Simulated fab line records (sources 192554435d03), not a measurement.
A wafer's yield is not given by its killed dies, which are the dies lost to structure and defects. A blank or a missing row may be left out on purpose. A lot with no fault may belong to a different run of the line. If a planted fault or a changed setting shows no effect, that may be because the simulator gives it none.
fab line records	flow n5Finfet
record lots=9	wafers=27	lastDay=17
route steps=1938 shown DUMMY_REMOVAL@381 HKMG_FIN@386 BEOL_M4@1111 PASSIVATION@1936
lots with no fault: from the same line, run without faults
startH: the number of hours between the record's first day and the start of the first shown wafer of the lot	waitH: hours since the lot's step before	" same as the row above	L1.1+2: a row that stands for several wafers	- either no value or no given start	* or withheld: withheld	< > ~ a bound
route shown NAME@n: NAME is a module with steps in the file, n the number in the route of the first one	usual: mean and standard deviation over wafers with no fault	same: alike in all rows	chamber/n: place in a boat	sites: the reading at each site	_std_site: the standard deviation of these	_edge_site: mean of outer sites minus mean of inner sites	radiusMm: how far each site lies from the wafer's centre	mask NAME#n: copy n	behind: tool/chamber where the wafer was last shaped	hold: the reason the lot was held/the length of the hold in hours/how it ended	device: whichever transistor did not switch (one of n, p or np)	end of line: tests run on the same wafers once the route is complete	step lacking rows: just its recipe	killed: at the first sort, the dies lost to defects and structure; wafer yield is something else	map: the dies of a wafer, with x for killed, . for not killed, _ for no die there
set.NAME: the setting that was run; set.NAME@STEP: the one run at that earlier step	model.NAME: the simulator's own value behind a step, which no gauge read
route steps across a sampled set of lots; one table per step, one row per wafer
services: the hour from which a tool's chamber was out of use, counted from the record's first day as startH (under 0 if before that day), plus the number of hours and why
## steps
# step N5_DUMMY_REMOVAL_INSPECT_06
# recipe inspectInstrument=brightfield	mode=aei
# usual rawDefectCount=11/5.4
lot.wafer	tool	chamber	startH	waitH	rawDefectCount
L883.2	defectInspect-01	-	70.34	0.0	21
L883.3	"	-	"	"	15
L883.4	"	-	"	"	11
L884.1	defectInspect-01	-	80.16	0.0	11
L884.2	"	-	"	"	8
L884.5	"	-	"	"	23
L887.1	defectInspect-02	-	97.28	0.0	12
L887.4	"	-	"	"	8
L887.5	"	-	"	"	8
L890.1	defectInspect-02	-	113.58	0.0	2
L890.2	"	-	"	"	14
L890.3	"	-	"	"	7
L891.1	defectInspect-01	-	120.83	0.0	7
L891.3	"	-	"	"	7
L891.5	"	-	"	"	6
L895.3	defectInspect-02	-	142.39	0.0	14
L895.4	"	-	"	"	13
L895.5	"	-	"	"	7
L897.2	defectInspect-02	-	152.11	0.0	8
L897.3	"	-	"	"	17
L897.5	"	-	"	"	5
L898.1	defectInspect-01	-	163.31	0.0	11
L898.2	"	-	"	"	7
L898.4	"	-	"	"	6
L906.1	defectInspect-01	-	209.33	0.0	4
L906.3	"	-	"	"	13
L906.6	"	-	"	"	14
# step N5_HKMG_FIN_HK_ALD_01
# recipe material=HfO2	targetThkA=16	tempC=withheld	aldPrecursorFamily=HfCl4	aldCoReactant=H2O	pulseTimeS=3	purgeTimeS=3	coReactantPurgeTimeS=2.5	coReactantPulseTimeS=0.3	aldCycles=30
# usual precursorPulseHeightRel=1.000/0.019
lot.wafer	tool	chamber	startH	waitH	precursorPulseHeightRel
L883.2	aldHk-03	1	70.70	0.0	0.992
L883.3	"	3	"	"	0.977
L883.4	"	0	"	"	1.015
L884.1	aldHk-02	2	80.52	0.0	0.980
L884.2	"	1	"	"	1.021
L884.5	"	3	"	"	0.994
L887.1	aldHk-03	2	97.64	0.0	0.997
L887.4	"	0	"	"	0.984
L887.5	"	1	"	"	1.009
L890.1	aldHk-03	3	113.93	0.0	0.996
L890.2	"	2	"	"	1.050
L890.3	"	0	"	"	0.997
L891.1	aldHk-01	0	121.19	0.0	1.016
L891.3	"	1	"	"	1.003
L891.5	"	3	"	"	0.974
L895.3	aldHk-03	0	142.74	0.0	1.019
L895.4	"	2	"	"	1.025
L895.5	"	2	"	"	1.029
L897.2	aldHk-02	1	152.47	0.0	1.045
L897.3	"	2	"	"	0.972
L897.5	"	1	"	"	0.991
L898.1	aldHk-03	0	163.67	0.0	1.028
L898.2	"	2	"	"	0.995
L898.4	"	1	"	"	1.023
L906.1	aldHk-02	3	209.69	0.0	0.975
L906.3	"	1	"	"	1.008
L906.6	"	2	"	"	0.995
# step N5_HKMG_FIN_CD_MEAS_49
# recipe targetCdNm=202	landingEnergyEv=500	detector=seInlens	polarity=opening
# usual cdNm=201.9/0.55
lot.wafer	tool	chamber	startH	waitH	cdNm
L883.2	cdSem-02	0	71.64	-	201.9
L883.3	"	0	"	"	202.0
L883.4	"	0	"	"	201.5
L884.1	cdSem-01	0	81.47	-	202.1
L884.2	"	0	"	"	202.4
L884.5	"	0	"	"	201.1
L887.1	cdSem-03	0	98.72	-	200.8
L887.4	"	0	"	"	201.3
L887.5	"	0	"	"	201.6
L890.1	cdSem-02	0	114.88	-	202.1
L890.2	"	0	"	"	201.4
L890.3	"	0	"	"	202.4
L891.1	cdSem-01	0	122.17	-	202.1
L891.3	"	0	"	"	201.9
L891.5	"	0	"	"	202.0
L895.3	cdSem-02	0	143.79	-	202.0
L895.4	"	0	"	"	201.3
L895.5	"	0	"	"	201.1
L897.2	cdSem-02	0	153.37	-	201.8
L897.3	"	0	"	"	201.9
L897.5	"	0	"	"	202.3
L898.1	cdSem-01	0	164.49	-	202.6
L898.2	"	0	"	"	202.4
L898.4	"	0	"	"	201.9
L906.1	cdSem-02	0	210.63	-	201.9
L906.3	"	0	"	"	201.6
L906.6	"	0	"	"	201.5
# step N5_HKMG_FIN_INSPECT_61
# recipe mode=adi	inspectInstrument=macro
# usual rawDefectCount=2.0/1.3
lot.wafer	tool	chamber	startH	waitH	rawDefectCount
L883.2	defectInspect-02	-	71.70	0.0	1
L883.3	"	-	"	"	2
L883.4	"	-	"	"	3
L884.1	defectInspect-01	-	81.52	0.0	2
L884.2	"	-	"	"	1
L884.5	"	-	"	"	1
L887.1	defectInspect-01	-	98.77	0.0	6
L887.4	"	-	"	"	3
L887.5	"	-	"	"	0
L890.1	defectInspect-01	-	114.94	0.0	2
L890.2	"	-	"	"	3
L890.3	"	-	"	"	2
L891.1	defectInspect-01	-	122.23	0.0	2
L891.3	"	-	"	"	0
L891.5	"	-	"	"	1
L895.3	defectInspect-02	-	143.85	0.0	2
L895.4	"	-	"	"	0
L895.5	"	-	"	"	1
L897.2	defectInspect-01	-	153.42	0.0	2
L897.3	"	-	"	"	2
L897.5	"	-	"	"	0
L898.1	defectInspect-01	-	164.55	0.0	>300
L898.2	"	-	"	"	3
L898.4	"	-	"	"	1
L906.1	defectInspect-01	-	210.69	0.0	0
L906.3	"	-	"	"	1
L906.6	"	-	"	"	5
# step N5_HKMG_FIN_STRIP_93
# recipe chemistry=N2/H2	material=SOC	timeS=20	powerW=500	tempC=40	pressureMtorr=50	rfFrequencyHz=6e+07	biasPowerW=8	h2Frac=0.5	n2FlowSccm=300	h2FlowSccm=300
# usual drypumpMotorCurrentA=5.8/0.46	oesProductAu=0.78/0.079	rfVppV=54.3/0.98	showerheadPlenumPTorr=3.40/0.13	throttleValvePct=19.1/0.33
lot.wafer	tool	chamber	startH	waitH	drypumpMotorCurrentA	oesProductAu	rfHoursCounterH	rfVppV	showerheadPlenumPTorr	throttleValvePct
L883.2	rieDiel-01	2	72.74	0.2	5.1	0.73	199	54.8	3.47	19.3
L883.3	"	3	"	"	6.2	0.81	93	56.5	3.53	19.1
L883.4	"	1	"	"	5.6	0.94	12	55.4	3.57	18.6
L884.1	rieDiel-06	2	82.28	0.2	5.5	0.78	139	54.9	3.50	19.4
L884.2	"	1	"	"	5.0	0.67	240	54.3	3.30	18.9
L884.5	"	1	"	"	5.0	0.67	-	54.9	3.30	18.9
L887.1	rieDiel-06	3	99.53	0.2	6.4	0.79	105	54.1	3.39	19.8
L887.4	"	1	"	"	5.0	0.68	-	54.2	3.29	18.9
L887.5	"	2	"	"	5.4	0.76	-	55.3	3.49	19.4
L890.1	rieDiel-02	1	115.70	0.2	6.5	0.73	197	53.3	3.48	19.2
L890.2	"	2	"	"	6.1	0.82	86	55.0	3.53	18.9
L890.3	"	0	"	"	5.5	0.69	231	54.7	3.18	19.1
L891.1	rieDiel-02	3	122.99	0.2	5.9	0.77	117	55.2	3.24	18.7
L891.3	"	1	"	"	6.5	0.73	201	54.5	3.48	19.2
L891.5	"	1	"	"	6.5	0.72	-	54.0	3.48	19.2
L895.3	rieDiel-06	2	144.61	0.2	5.4	0.76	165	54.1	3.48	19.4
L895.4	"	3	"	"	6.4	0.77	123	54.9	3.38	19.8
L895.5	"	3	"	"	6.4	0.78	-	52.9	3.38	19.9
L897.2	rieDiel-02	0	154.18	0.2	5.5	0.69	245	52.7	3.18	19.2
L897.3	"	2	"	"	6.1	0.79	101	52.6	3.52	18.9
L897.5	"	1	"	"	6.5	0.72	-	54.4	3.47	19.2
L898.1	rieDiel-01	1	165.31	0.2	5.6	0.85	47	54.3	3.55	18.6
L898.2	"	2	"	"	5.0	0.70	233	54.4	3.45	19.4
L898.4	"	0	"	"	5.6	0.74	173	55.2	3.21	19.3
L906.1	rieDiel-01	3	211.45	0.2	6.2	0.76	143	54.0	3.50	19.2
L906.3	"	0	"	"	5.7	0.72	193	53.2	3.20	19.4
L906.6	"	2	"	"	5.0	0.69	-	52.8	3.44	19.4
# step N5_BEOL_M4_RC_MEAS_101
# usual DIBL_N=36.5/1.4	DIBL_P=36.6/1.6	IOFF_N=0.160/0.024	IOFF_P=0.217/0.029	ION_N=674/8.7	ION_P=464/6.5	SS_N=71.6/0.47	SS_P=73.4/0.57	VT_N=250.0/2.5	VT_P=-250/3.1
lot.wafer	tool	chamber	startH	waitH	DIBL_N[mV/V]	DIBL_P[mV/V]	IOFF_N[nA/um]	IOFF_P[nA/um]	ION_N[uA/um]	ION_P[uA/um]	SS_N[mV/dec]	SS_P[mV/dec]	VT_N[mV]	VT_P[mV]
L883.2	prober-02	0	167.21	0.2	38.0	37.7	0.172	0.236	676	466	71.7	72.8	250.4	-248
L883.3	"	0	"	"	39.3	38.8	0.190	0.250	676	466	72.2	73.7	247.5	-247
L883.4	"	0	"	"	36.9	36.6	0.149	0.218	673	468	71.5	73.6	252.5	-250
L884.1	prober-02	0	174.07	0.0	34.3	35.8	0.140	0.193	663	465	71.6	72.8	250.5	-251
L884.2	"	0	"	"	35.2	36.7	0.143	0.203	666	461	71.8	72.6	251.5	-251
L884.5	"	0	"	"	35.5	36.3	0.152	0.208	671	462	71.7	73.3	249.1	-249
L887.1	prober-01	0	195.34	0.0	37.1	37.2	0.180	0.253	687	474	71.6	73.5	247.7	-247
L887.4	"	0	"	"	36.6	36.7	0.178	0.256	675	468	71.7	72.6	247.2	-246
L887.5	"	0	"	"	36.3	36.3	0.169	0.241	684	475	71.6	73.6	244.9	-245
L890.1	prober-01	0	216.01	0.0	38.3	38.1	0.188	0.269	683	473	71.7	74.7	248.0	-245
L890.2	"	0	"	"	35.9	33.7	0.130	0.193	663	467	71.6	72.2	253.9	-249
L890.3	"	0	"	"	37.5	36.4	0.166	0.238	663	462	72.2	73.8	250.4	-250
L891.1	prober-01	0	227.21	0.0	36.3	37.3	0.169	0.261	678	474	71.1	74.2	248.6	-245
L891.3	"	0	"	"	37.1	37.9	0.187	0.267	673	474	72.0	73.4	245.1	-243
L891.5	"	0	"	"	36.9	37.7	0.176	0.256	689	474	71.9	73.4	248.4	-244
L895.3	prober-01	0	244.15	0.3	35.7	35.4	0.134	0.212	666	469	70.7	72.5	251.2	-249
L895.4	"	0	"	"	37.9	37.3	0.174	0.239	681	465	72.1	73.1	249.5	-246
L895.5	"	0	"	"	36.0	35.4	0.140	0.210	675	468	71.0	72.9	249.9	-249
L897.2	prober-02	0	260.42	0.2	36.8	37.4	0.157	0.227	668	458	72.0	74.0	251.6	-247
L897.3	"	0	"	"	36.1	36.8	0.154	0.219	678	468	71.6	73.4	250.2	-249
L897.5	"	0	"	"	36.4	36.4	0.155	0.219	678	469	70.4	73.7	251.5	-249
L898.1	prober-01	0	263.39	0.0	39.6	40.9	0.225	0.299	692	480	72.1	74.3	245.3	-246
L898.2	"	0	"	"	37.6	37.6	0.175	0.239	680	467	71.7	73.3	248.3	-248
L898.4	"	0	"	"	34.9	34.8	0.131	0.190	664	463	70.7	73.4	250.8	-249
L906.1	prober-02	0	304.14	0.0	37.0	36.3	0.169	0.218	677	459	72.2	72.9	249.2	-251
L906.3	"	0	"	"	36.4	36.3	0.166	0.213	682	464	71.4	74.0	247.6	-252
L906.6	"	0	"	"	36.7	36.4	0.173	0.222	680	464	72.0	73.8	247.2	-249
# step N5_PASSIVATION_PROBE_49
# usual defectLimitedYield=91.2/1.4	killed_at_M0_to_M3=34/9.4	killed_at_M4_up=13/5.8	killedAtContacts=13/6.4	killedAtFrontEnd=41/11	killedAtOther=3.1/2.3	killedDies=103/16	killedOpen=69/12	killedShort=33/7.8	sort_bin_5_function=5.1/0.91	sort_bin_6_memory=3.3/0.63	sortNPass=1077/16	sortYieldPct=91.2/1.4
# same grossDies=1180	killedAtBackSide=0	sort_bin_4_leakage[%]=0	sort_bin_8_speed[%]=0
lot.wafer	tool	chamber	startH	waitH	defectLimitedYield[%]	killed_at_M0_to_M3	killed_at_M4_up	killedAtContacts	killedAtFrontEnd	killedAtOther	killedDies	killedOpen	killedShort	sort_bin_5_function[%]	sort_bin_6_memory[%]	sortNPass	sortYieldPct[%]
L898.1	prober-02	-	361.60	0.0	82.3	41	6	6	146	10	209	61	27	12.1	4.1	971	82.3
L898.2	prober-02	-	361.65	0.1	90.8	39	17	6	43	4	109	80	28	5.1	3.9	1071	90.8
L898.4	prober-02	-	361.75	0.2	90.1	44	8	7	50	8	117	86	30	5.3	4.2	1063	90.1
# killed by level:class
L898.1 HKMG_FIN:unspecified=120 BEOL_M2:geometricParticle:open=13 STI_FIN_REVEAL:geometricParticle:open=11 BEOL_M1:geometricParticle:open=10 GATE_CUT:geometricParticle:short=5 MOL_CONTACT_COAG:geometricParticle:open=5 BEOL_M0_SAQP:geometricParticle:short=5 BEOL_M3:geometricParticle:open=3
L898.2 BEOL_M2:geometricParticle:open=13 STI_FIN_REVEAL:geometricParticle:open=12 BEOL_M1:geometricParticle:open=10 BEOL_M4:geometricParticle:open=8 FIN_SAQP:geometricParticle:short=6 MOL_CONTACT_COAG:geometricParticle:open=6 GATE_CUT:geometricParticle:short=5 BEOL_M0_SAQP:geometricParticle:open=5
L898.4 STI_FIN_REVEAL:geometricParticle:open=21 BEOL_M0_SAQP:geometricParticle:open=11 BEOL_M2:geometricParticle:open=10 BEOL_M1:geometricParticle:open=9 MOL_CONTACT_COAG:geometricParticle:open=7 MIM_TOP_ETCH:geometricParticle:open=5 FIN_SAQP:geometricParticle:short=4 DUMMY_GATE:geometricParticle:open=4
## services
tool	chamber	startH	hours	kind
rieDiel-06	-	57.20	3.8	repair
rieDiel-01	1	64.71	3.8	repair
rieDiel-06	0	82.34	-	clean
rieDiel-06	0	82.34	-	consumableReplace:focusRing
rieDiel-06	0	82.34	29.6	scheduledDown
rieDiel-06	0	82.34	29.6	ventCycle
rieDiel-06	1	112.08	-	clean
rieDiel-06	1	112.08	-	consumableReplace:focusRing
rieDiel-06	1	112.08	16.5	scheduledDown
rieDiel-06	1	112.08	16.5	ventCycle
aldHk-03	-	132.21	1.3	repair
rieDiel-06	-	152.14	4.3	pm
rieDiel-02	-	161.27	0.4	repair
rieDiel-02	0	168.03	-	clean
rieDiel-02	0	168.03	-	consumableReplace:focusRing
rieDiel-02	0	168.03	-	consumableReplace:showerhead
rieDiel-02	0	168.03	16.3	scheduledDown
rieDiel-02	0	168.03	16.3	ventCycle
rieDiel-01	2	185.30	17.7	repair
rieDiel-02	1	195.81	5.5	repair
rieDiel-02	3	198.03	6.0	repair
aldHk-03	-	203.77	14.6	pm
## key
firstSign step=N5_HKMG_FIN_INSPECT_61	reading=rawDefectCount	direction=up	sigmas=99+	usual=2.0	struck=>300
effect step=N5_PASSIVATION_PROBE_49	reading=killedAtFrontEnd	direction=up	sigmas=9.3	usual=41	struck=146
moreKillsBornAt N5_HKMG_FIN_HK_ALD_01@aldHk-03=120
metAt N5_HKMG_FIN_HK_ALD_01
struckLots L898
struckWafers L898.1
notActingAt N5_DUMMY_REMOVAL_INSPECT_06,N5_HKMG_FIN_CD_MEAS_49,N5_HKMG_FIN_STRIP_93
onsetBetween 142.74 163.67
fault kind=chamberParticleSource	tool=aldHk-03	chamber=0	onsetH=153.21	steps=N5_HKMG_FIN_HK_ALD_01	ratePerVisitCm2=0.73765	endH=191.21
